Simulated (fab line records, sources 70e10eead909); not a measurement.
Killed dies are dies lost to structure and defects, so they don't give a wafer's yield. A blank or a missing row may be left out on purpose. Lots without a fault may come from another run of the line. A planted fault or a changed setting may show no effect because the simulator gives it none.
fab line records | flow nand_harc | part 1 of 2: steps 1 to 4 of 6
record lots=19 wafers=57 last_day=33
route steps=1302 shown A_STAIRCASE@716
lots that met no fault: from a run of the same line without faults
start_h: hours from the record's first day to the start of the lot's first wafer shown | wait_h: hours since the lot's step before | " the same as in the row above | L1.1+2: a row that stands for several wafers | - no value, or no start given | * or withheld: withheld | < > ~ a bound
route shown NAME@n: a module of which the file shows steps, and the number in the route of the first | usual: mean/standard deviation of fault-free wafers | same: alike in all rows | chamber/n: place in a boat | sites: the reading at each site | _std_site: their standard deviation | _edge_site: outer sites' mean less inner sites' | radius_mm: how far each site lies from the wafer's centre | mask NAME#n: copy n | behind: the tool/chamber that last shaped the wafer | hold: why the lot was held/for how many hours/how that ended | device: the transistor (n, p or np) that didn't switch | end of line: the same wafers' tests at the end of the route | a step without rows: its recipe alone | killed: dies lost to structure and defects at the first sort, not the wafer's yield | map: a wafer's dies, x killed, . not, _ none there
set.NAME: the setting as run; set.NAME@STEP: as run at that earlier step | model.NAME: the simulator's own value behind a step, which no gauge read
steps of the route over a sample of lots; a table a step, a row a wafer
services: from which hour (start_h, from the record's first day; less than 0 if before it) a tool's chamber was out of use, for how many hours, and why
## steps
# step NHARC_A_STAIRCASE_TRIM_202
# recipe time_s=211.2 o2_flow_sccm=500 ar_flow_sccm=0 bias_w=0 chemistry=O2
# usual chamber_pressure_mTorr=60.01/0.056 drypump_motor_current_A=6.0/0.53 oes_product_au=0.999/0.0083 rf_vpp_V=57.8/0.91 showerhead_plenum_p_Torr=3.52/0.16 throttle_valve_pct=17.036/0.0088
# same time_s=211.2
# columns lot.wafer tool chamber start_h wait_h chamber_pressure_mTorr drypump_motor_current_A oes_product_au rf_hours_counter_h rf_vpp_V showerhead_plenum_p_Torr throttle_valve_pct
L075.3 rie_diel-08 0 - - 60.09 4.9 0.995 56 56.1 3.27 17.035
L075.6 " 3 " " 59.97 6.3 0.993 - 57.4 3.77 17.032
L075.5 " 0 " " 59.95 4.9 1.003 - 57.8 3.27 17.037
L074.1 rie_diel-08 1 - - 59.99 6.5 1.016 56 57.7 3.45 17.034
L074.2 " 2 " " 59.90 5.6 1.005 65 56.7 3.56 17.029
L074.5 " 2 " " 59.95 5.5 1.005 - 57.3 3.56 17.036
L076.3 rie_diel-13 3 - - 60.02 5.9 0.996 4 58.4 3.58 17.041
L076.1 " 0 " " 60.05 5.1 0.998 4 58.6 3.51 17.029
L076.2 " 2 " " 60.03 6.0 1.006 4 58.5 3.81 17.042
L077.2 rie_diel-11 3 - - 60.01 6.1 0.991 41 57.0 3.58 17.037
L077.3 " 0 " " 60.09 6.2 0.990 42 56.6 3.32 17.043
L077.6 " 1 " " 60.00 6.2 1.002 - 56.7 3.45 17.023
L078.4 rie_diel-13 3 - - 59.99 5.9 1.004 14 56.3 3.57 17.032
L078.2 " 1 " " 59.97 6.7 1.001 14 57.9 3.33 17.027
L078.5 " 0 " " 60.06 5.1 0.998 - 57.1 3.51 17.026
L079.4 rie_diel-08 2 - - 60.11 5.5 1.000 16 58.6 3.56 17.042
L079.3 " 3 " " 59.95 6.2 0.989 16 58.3 3.76 17.041
L079.5 " 2 " " 59.97 5.5 1.009 - 58.7 3.56 17.026
L082.1 rie_diel-08 1 - - 60.00 6.5 1.003 18 58.0 3.44 17.032
L082.5 " 2 " " 59.95 5.5 0.996 - 57.4 3.55 17.043
L082.6 " 3 " " 60.00 6.3 0.994 - 56.8 3.76 17.039
L080.3 rie_diel-08 1 - - 60.02 6.5 0.996 18 56.8 3.44 17.043
L080.6 " 2 " " 60.03 5.5 0.996 - 56.1 3.55 17.029
L080.5 " 3 " " 59.97 6.3 0.992 - 56.4 3.76 17.046
L081.4 rie_diel-11 2 - - 60.07 6.6 0.996 1 57.9 3.47 17.016
L081.3 " 0 " " 60.07 6.2 1.001 1 58.6 3.31 17.039
L081.1 " 1 " " 60.02 6.2 1.006 1 56.8 3.44 17.026
L083.1 rie_diel-13 1 - - 60.06 6.6 1.008 34 58.6 3.32 17.033
L083.6 " 1 " " 60.02 6.7 1.003 - 56.1 3.31 17.040
L083.5 " 2 " " 60.09 6.0 1.013 - 58.5 3.79 17.048
L085.1 rie_diel-11 0 - - 59.91 6.2 1.007 5 57.2 3.30 17.041
L085.3 " 1 " " 59.97 6.2 0.995 5 57.1 3.44 17.028
L085.5 " 0 " " 60.07 6.2 1.007 - 58.0 3.30 17.034
L087.2 rie_diel-13 1 - - 60.05 6.7 1.012 48 56.0 3.31 17.031
L087.3 " 3 " " 59.99 5.8 1.002 42 59.7 3.56 17.046
L087.1 " 0 " " 60.00 5.1 1.006 41 57.7 3.49 17.050
L088.4 rie_diel-11 2 - - 60.09 6.6 0.990 21 58.4 3.46 17.026
L088.1 " 0 " " 60.05 6.2 0.996 18 58.0 3.30 17.034
L088.5 " 2 " " 60.05 6.6 0.989 - 58.1 3.46 17.034
L091.1 rie_diel-13 3 - - 60.00 5.9 1.006 45 57.6 3.56 17.051
L091.6 " 3 " " 59.95 5.9 1.000 - 57.7 3.56 17.039
L091.5 " 0 " " 59.99 5.1 1.007 - 59.0 3.49 17.027
L089.3 rie_diel-11 0 - - 59.98 6.2 0.997 21 56.4 3.30 17.040
L089.5 " 0 " " 59.93 6.2 0.984 - 56.4 3.30 17.037
L089.6 " 1 " " 60.04 6.2 0.999 - 59.0 3.43 17.048
L090.1 rie_diel-11 2 - - 60.13 6.6 0.989 27 57.7 3.46 17.037
L090.3 " 3 " " 60.07 6.1 0.998 26 58.9 3.55 17.019
L090.2 " 0 " " 60.17 6.2 1.001 23 56.2 3.30 17.045
L095.4 rie_diel-13 0 - - 60.07 5.1 0.997 10 58.3 3.48 17.042
L095.1 " 1 " " 59.95 6.7 1.011 9 56.8 3.30 17.045
L095.3 " 3 " " 60.01 5.8 0.998 8 58.4 3.55 17.020
L093.2 rie_diel-13 3 - - 60.06 5.8 0.983 10 58.0 3.55 17.039
L093.4 " 1 " " 60.00 6.7 1.012 12 57.4 3.30 17.029
L093.6 " 3 " " 59.99 5.8 0.984 - 60.2 3.55 17.049
L097.2 rie_diel-13 3 - - 60.00 5.8 0.987 15 58.1 3.55 17.028
L097.1 " 0 " " 59.96 5.1 0.989 21 56.8 3.48 17.032
L097.5 " 2 " " 60.03 6.0 0.996 - 60.1 3.77 17.030
# step NHARC_A_STAIRCASE_ETCH_232
# recipe target_depth_a=1000 time_s=40.5 ion_energy_ev=400 c4f8_flow_sccm=20 o2_flow_sccm=10 ar_flow_sccm=withheld rf_w=600 bias_w=1000 chemistry=C4F8/O2
# usual chamber_pressure_mTorr=25.000/0.022 oes_product_au=0.943/0.015 rf_vpp_V=896/5.7
# same time_s=40.5
# columns lot.wafer tool chamber start_h wait_h chamber_pressure_mTorr oes_product_au rf_hours_counter_h rf_vpp_V
L075.3 rie_diel-11 0 - - 25.039 0.917 40 889
L075.6 " 0 " " 25.012 0.915 - 889
L075.5 " 1 " " 25.029 0.934 - 892
L074.2 rie_diel-13 2 - - 25.018 0.967 3 906
L074.1 " 0 " " 25.024 0.953 4 896
L074.5 " 2 " " 25.003 0.978 - 908
L076.1 rie_diel-13 0 - - 24.996 0.938 5 894
L076.2 " 2 " " 25.037 0.950 4 908
L076.3 " 3 " " 25.025 0.942 5 898
L077.3 rie_diel-11 3 - - 24.972 0.928 42 898
L077.2 " 0 " " 24.979 0.933 43 889
L077.6 " 3 " " 24.989 0.937 - 898
L078.4 rie_diel-11 2 - - 25.011 0.936 52 894
L078.2 " 3 " " 24.986 0.940 53 897
L078.5 " 3 " " 25.017 0.949 - 898
L079.4 rie_diel-08 0 - - 25.003 0.976 17 906
L079.3 " 2 " " 24.977 0.950 17 896
L079.5 " 0 " " 25.030 0.979 - 906
L082.1 rie_diel-13 2 - - 25.017 0.954 23 905
L082.5 " 0 " " 25.013 0.942 - 895
L082.6 " 1 " " 24.991 0.950 - 888
L080.3 rie_diel-13 3 - - 24.987 0.946 21 899
L080.6 " 1 " " 25.011 0.966 - 889
L080.5 " 2 " " 24.936 0.968 - 905
L081.4 rie_diel-08 0 - - 24.985 0.950 31 905
L081.3 " 2 " " 24.965 0.923 25 898
L081.1 " 3 " " 24.988 0.934 28 903
L083.1 rie_diel-08 2 - - 24.971 0.951 28 897
L083.6 " 1 " " 25.009 0.950 - 893
L083.5 " 2 " " 25.016 0.944 - 897
L085.1 rie_diel-11 1 - - 25.028 0.932 6 892
L085.3 " 2 " " 25.001 0.928 8 894
L085.5 " 3 " " 24.997 0.938 - 896
L087.2 rie_diel-11 3 - - 25.008 0.941 21 897
L087.1 " 0 " " 25.013 0.938 18 887
L087.3 " 1 " " 25.001 0.947 19 891
L088.4 rie_diel-13 1 - - 24.982 0.932 49 888
L088.1 " 0 " " 24.965 0.950 42 894
L088.5 " 1 " " 25.005 0.935 - 889
L091.1 rie_diel-08 1 - - 24.983 0.948 50 894
L091.5 " 2 " " 25.012 0.946 - 895
L091.6 " 3 " " 24.991 0.927 - 903
L089.3 rie_diel-08 0 - - 25.025 0.938 50 905
L089.5 " 0 " " 24.977 0.937 - 904
L089.6 " 1 " " 25.048 0.939 - 892
L090.1 rie_diel-08 2 - - 24.992 0.929 52 897
L090.3 " 3 " " 25.008 0.911 54 903
L090.2 " 0 " " 24.992 0.921 53 905
L095.4 rie_diel-13 3 - - 25.061 0.935 9 898
L095.3 " 1 " " 25.012 0.948 10 886
L095.1 " 2 " " 24.994 0.957 8 904
L093.4 rie_diel-11 1 - - 24.978 0.924 42 893
L093.2 " 0 " " 25.024 0.919 40 886
L093.6 " 1 " " 24.976 0.923 - 891
L097.2 rie_diel-08 2 - - 24.991 0.990 12 895
L097.1 " 3 " " 25.020 0.939 14 901
L097.5 " 2 " " 25.034 0.982 - 895
# step NHARC_A_STAIRCASE_DESCUM_252
# recipe time_s=3 o2_flow_sccm=200 ar_flow_sccm=0 bias_power_w=0 chemistry=O2
# usual chamber_pressure_mTorr=60.00/0.053 drypump_motor_current_A=5.9/0.59 oes_product_au=0.998/0.0085 rf_vpp_V=57.9/0.86 showerhead_plenum_p_Torr=1.94/0.095 throttle_valve_pct=11.310/0.0089
# same time_s=3
# columns lot.wafer tool chamber start_h wait_h chamber_pressure_mTorr drypump_motor_current_A oes_product_au rf_hours_counter_h rf_vpp_V showerhead_plenum_p_Torr throttle_valve_pct
L075.3 rie_diel-13 0 372.70 - 59.97 5.1 1.009 4 57.2 1.90 11.313
L075.5 " 1 " " 60.02 6.6 1.009 - 56.1 1.80 11.319
L075.6 " 2 " " 60.00 6.0 1.015 - 59.2 2.08 11.309
L074.1 rie_diel-13 1 373.65 - 60.04 6.7 0.999 4 58.4 1.80 11.319
L074.2 " 2 " " 60.03 6.0 1.006 3 59.1 2.08 11.316
L074.5 " 0 " " 60.08 5.0 0.990 - 59.0 1.90 11.312
L076.3 rie_diel-11 0 380.25 - 59.89 6.2 0.995 41 57.0 1.79 11.300
L076.2 " 1 " " 60.10 6.1 0.997 41 57.9 1.87 11.298
L076.1 " 3 " " 59.89 6.1 0.990 40 58.6 1.94 11.318
L077.2 rie_diel-08 2 394.98 - 60.00 5.5 1.008 6 58.3 1.93 11.309
L077.3 " 3 " " 60.05 6.3 0.997 9 58.4 2.05 11.323
L077.6 " 2 " " 60.10 5.5 0.994 - 57.9 1.93 11.313
L078.4 rie_diel-11 2 415.44 - 60.01 6.6 1.003 53 57.3 1.88 11.297
L078.2 " 3 " " 60.04 6.1 0.995 53 57.4 1.94 11.296
L078.5 " 1 " " 59.94 6.2 0.989 - 57.6 1.86 11.299
L079.3 rie_diel-08 3 421.11 - 60.06 6.3 0.994 17 59.5 2.05 11.307
L079.4 " 0 " " 60.05 4.8 0.999 18 58.4 2.07 11.320
L079.5 " 3 " " 59.99 6.3 0.997 - 59.3 2.05 11.314
L082.1 rie_diel-08 0 436.51 - 59.97 4.8 1.001 21 58.2 2.07 11.297
L082.5 " 3 " " 60.13 6.3 0.998 - 58.0 2.05 11.317
L082.6 " 0 " " 60.01 4.8 1.002 - 58.5 2.07 11.306
L080.3 rie_diel-08 3 437.38 - 60.02 6.3 1.001 21 58.3 2.05 11.312
L080.6 " 2 " " 60.02 5.5 0.991 - 57.0 1.93 11.311
L080.5 " 3 " " 60.06 6.3 0.990 - 57.9 2.05 11.310
L081.4 rie_diel-08 1 456.75 - 59.98 6.5 1.007 27 57.2 1.86 11.309
L081.1 " 2 " " 59.99 5.5 0.993 26 58.0 1.93 11.329
L081.3 " 3 " " 59.98 6.3 0.992 28 57.5 2.05 11.317
L083.1 rie_diel-08 3 466.46 - 60.07 6.3 0.991 32 57.4 2.05 11.308
L083.5 " 3 " " 60.00 6.3 1.000 - 58.1 2.05 11.312
L083.6 " 1 " " 60.05 6.5 1.010 - 58.3 1.86 11.308
L085.1 rie_diel-08 3 472.79 - 59.93 6.3 0.985 34 57.0 2.04 11.306
L085.3 " 1 " " 59.98 6.5 1.005 33 57.2 1.86 11.312
L085.5 " 3 " " 59.98 6.3 0.991 - 58.0 2.05 11.314
L087.3 rie_diel-08 1 511.63 - 59.82 6.5 1.004 46 57.0 1.86 11.308
L087.2 " 2 " " 60.03 5.5 1.003 42 58.9 1.92 11.322
L087.1 " 3 " " 60.00 6.3 1.000 45 57.8 2.04 11.297
L088.4 rie_diel-08 1 512.59 - 59.98 6.5 1.004 46 57.2 1.85 11.315
L088.1 " 3 " " 60.01 6.3 0.995 45 58.1 2.04 11.305
L088.5 " 1 " " 60.06 6.5 0.996 - 57.6 1.85 11.303
L091.1 rie_diel-08 2 522.28 - 60.05 5.5 1.001 48 58.2 1.92 11.331
L091.5 " 0 " " 60.04 4.8 0.999 - 58.2 2.06 11.301
L091.6 " 1 " " 60.04 6.5 1.000 - 57.5 1.85 11.302
L089.3 rie_diel-11 1 522.79 - 60.04 6.2 0.998 24 58.9 1.85 11.305
L089.6 " 0 " " 60.06 6.2 0.995 - 57.2 1.78 11.305
L089.5 " 1 " " 60.00 6.2 0.996 - 58.1 1.85 11.297
L090.3 rie_diel-13 3 530.43 - 60.03 5.8 0.991 1 58.5 1.93 11.327
L090.1 " 0 " " 60.05 5.1 0.973 1 59.0 1.89 11.310
L090.2 " 1 " " 60.11 6.6 0.995 1 57.3 1.78 11.291
L095.1 rie_diel-08 2 565.01 - 60.03 5.5 1.006 3 56.7 1.91 11.315
L095.3 " 3 " " 59.96 6.3 0.981 3 59.4 2.03 11.306
L095.4 " 2 " " 60.01 5.5 0.997 - 57.8 1.91 11.300
L093.2 rie_diel-08 2 570.80 - 59.90 5.5 1.014 4 58.1 1.91 11.309
L093.4 " 0 " " 59.85 4.8 1.004 5 57.6 2.05 11.294
L093.6 " 3 " " 60.02 6.3 0.997 - 57.9 2.03 11.315
L097.1 rie_diel-11 3 595.69 - 59.98 6.1 0.987 49 57.6 1.92 11.330
L097.2 " 0 " " 59.97 6.2 0.984 50 57.1 1.77 11.316
L097.5 " 3 " " 60.05 6.1 0.995 - 57.7 1.92 11.305
# step NHARC_A_STAIRCASE_ETCH_453
# recipe target_depth_a=300 overetch_a=30 time_s=16.5 ion_energy_ev=100 cf4_flow_sccm=80 o2_flow_sccm=20 ar_flow_sccm=0 rf_w=300 bias_w=100 chemistry=CF4/O2
# usual cf4_flow_sccm=80.04/0.24 chamber_pressure_mTorr=29.997/0.027 drypump_motor_current_A=5.9/0.57 oes_product_au=1.000/0.0091 rf_vpp_V=198.0/1.4 showerhead_plenum_p_Torr=1.34/0.066 throttle_valve_pct=13.398/0.0083
# same time_s=16.5
# columns lot.wafer tool chamber start_h wait_h cf4_flow_sccm chamber_pressure_mTorr drypump_motor_current_A oes_product_au rf_hours_counter_h rf_vpp_V showerhead_plenum_p_Torr throttle_valve_pct
L075.3 rie_diel-13 2 - - 80.17 29.991 6.0 1.010 12 201.2 1.44 13.403
L075.5 " 2 " " 79.93 29.999 6.0 0.996 - 201.3 1.44 13.412
L075.6 " 3 " " 80.09 30.024 5.8 1.001 - 197.0 1.35 13.391
L074.1 rie_diel-11 0 - - 79.96 29.941 6.2 0.990 47 196.6 1.25 13.393
L074.2 " 3 " " 79.92 30.035 6.1 0.998 48 199.3 1.35 13.399
L074.5 " 0 " " 79.64 30.010 6.2 0.988 - 196.4 1.25 13.383
L076.1 rie_diel-08 1 - - 79.75 30.037 6.5 1.011 7 196.5 1.30 13.410
L076.3 " 2 " " 79.87 29.989 5.5 0.994 9 197.5 1.35 13.405
L076.2 " 0 " " 79.77 29.963 4.8 1.011 11 200.0 1.44 13.394
L077.3 rie_diel-13 3 - - 80.02 29.994 5.8 1.000 16 197.9 1.35 13.383
L077.2 " 1 " " 80.01 30.010 6.7 0.987 18 196.0 1.25 13.402
L077.6 " 3 " " 79.80 29.987 5.8 0.992 - 200.2 1.35 13.389
L078.4 rie_diel-08 0 - - 79.78 30.011 4.9 0.995 20 200.2 1.44 13.402
L078.2 " 1 " " 79.87 30.016 6.5 1.008 19 196.0 1.30 13.413
L078.5 " 2 " " 80.09 29.928 5.5 1.000 - 197.2 1.35 13.400
L079.4 rie_diel-13 0 - - 80.24 30.017 5.1 0.999 25 196.6 1.32 13.403
L079.3 " 1 " " 80.06 29.909 6.7 1.007 28 197.3 1.25 13.389
L079.5 " 0 " " 80.08 29.978 5.1 1.002 - 197.2 1.32 13.404
L082.1 rie_diel-08 0 - - 80.10 29.971 4.8 0.994 31 199.2 1.44 13.401
L082.6 " 3 " " 79.83 30.019 6.2 0.998 - 197.6 1.43 13.395
L082.5 " 0 " " 80.17 29.999 4.8 1.013 - 200.1 1.44 13.410
L080.3 rie_diel-11 0 - - 80.30 29.989 6.2 1.010 3 197.3 1.25 13.394
L080.5 " 3 " " 80.47 29.996 6.1 1.007 - 197.1 1.35 13.400
L080.6 " 0 " " 79.90 30.038 6.2 1.011 - 196.1 1.25 13.397
L081.4 rie_diel-11 1 - - 79.48 30.005 6.2 0.991 10 197.0 1.30 13.400
L081.3 " 2 " " 80.38 29.985 6.6 0.992 11 197.9 1.31 13.402
L081.1 " 3 " " 79.66 29.955 6.1 0.990 11 199.6 1.35 13.388
L083.1 rie_diel-13 0 - - 79.76 30.001 5.1 1.000 34 196.6 1.32 13.387
L083.5 " 2 " " 79.74 29.944 6.1 1.008 - 199.0 1.44 13.377
L083.6 " 3 " " 79.66 30.008 5.8 0.998 - 197.6 1.35 13.392
L085.1 rie_diel-13 2 - - 80.11 29.931 6.0 1.005 42 199.6 1.44 13.394
L085.3 " 0 " " 80.00 29.958 5.1 0.993 36 196.8 1.32 13.407
L085.5 " 2 " " 79.75 30.016 6.0 1.002 - 200.5 1.44 13.403
L087.1 rie_diel-08 2 - - 79.93 30.039 5.5 0.985 53 196.1 1.34 13.399
L087.2 " 0 " " 79.98 30.009 4.9 1.006 55 199.0 1.43 13.391
L087.3 " 1 " " 80.14 30.016 6.4 0.997 54 198.0 1.29 13.392
L088.1 rie_diel-13 1 - - 80.31 30.049 6.7 0.995 1 196.8 1.25 13.406
L088.4 " 3 " " 79.98 29.996 5.8 0.993 1 198.5 1.35 13.411
L088.5 " 1 " " 80.15 30.003 6.6 1.008 - 195.9 1.25 13.392
L091.1 rie_diel-08 1 - - 80.26 29.938 6.4 0.994 59 196.6 1.29 13.405
L091.5 " 0 " " 79.89 29.968 4.8 1.007 - 199.4 1.43 13.397
L091.6 " 1 " " 80.27 30.029 6.4 0.994 - 196.1 1.29 13.391
L089.3 rie_diel-11 3 - - 80.36 29.974 6.1 0.997 33 198.1 1.34 13.403
L089.6 " 3 " " 80.10 30.030 6.1 1.004 - 198.3 1.34 13.394
L089.5 " 0 " " 80.05 30.033 6.2 1.003 - 196.5 1.24 13.402
L090.1 rie_diel-13 0 - - 80.18 30.020 5.1 0.987 7 198.3 1.32 13.412
L090.3 " 1 " " 79.67 29.992 6.6 1.005 7 196.2 1.25 13.402
L090.2 " 2 " " 79.62 30.035 6.0 1.008 5 200.0 1.43 13.411
L095.3 rie_diel-13 2 - - 80.01 29.971 6.0 1.011 18 199.9 1.43 13.402
L095.4 " 3 " " 79.97 30.031 5.8 0.987 13 198.2 1.34 13.396
L095.1 " 0 " " 80.03 30.060 5.1 0.994 19 197.9 1.32 13.391
L093.4 rie_diel-08 1 - - 80.31 29.973 6.5 1.020 8 196.5 1.29 13.404
L093.2 " 2 " " 79.56 30.003 5.5 1.013 11 197.5 1.33 13.401
L093.6 " 2 " " 79.95 29.981 5.5 1.015 - 197.4 1.33 13.396
L097.2 rie_diel-13 0 - - 80.03 30.018 5.0 1.003 29 196.1 1.31 13.401
L097.1 " 1 " " 80.10 29.997 6.6 1.023 30 196.3 1.24 13.386
L097.5 " 1 " " 80.35 30.002 6.6 1.011 - 195.2 1.24 13.390
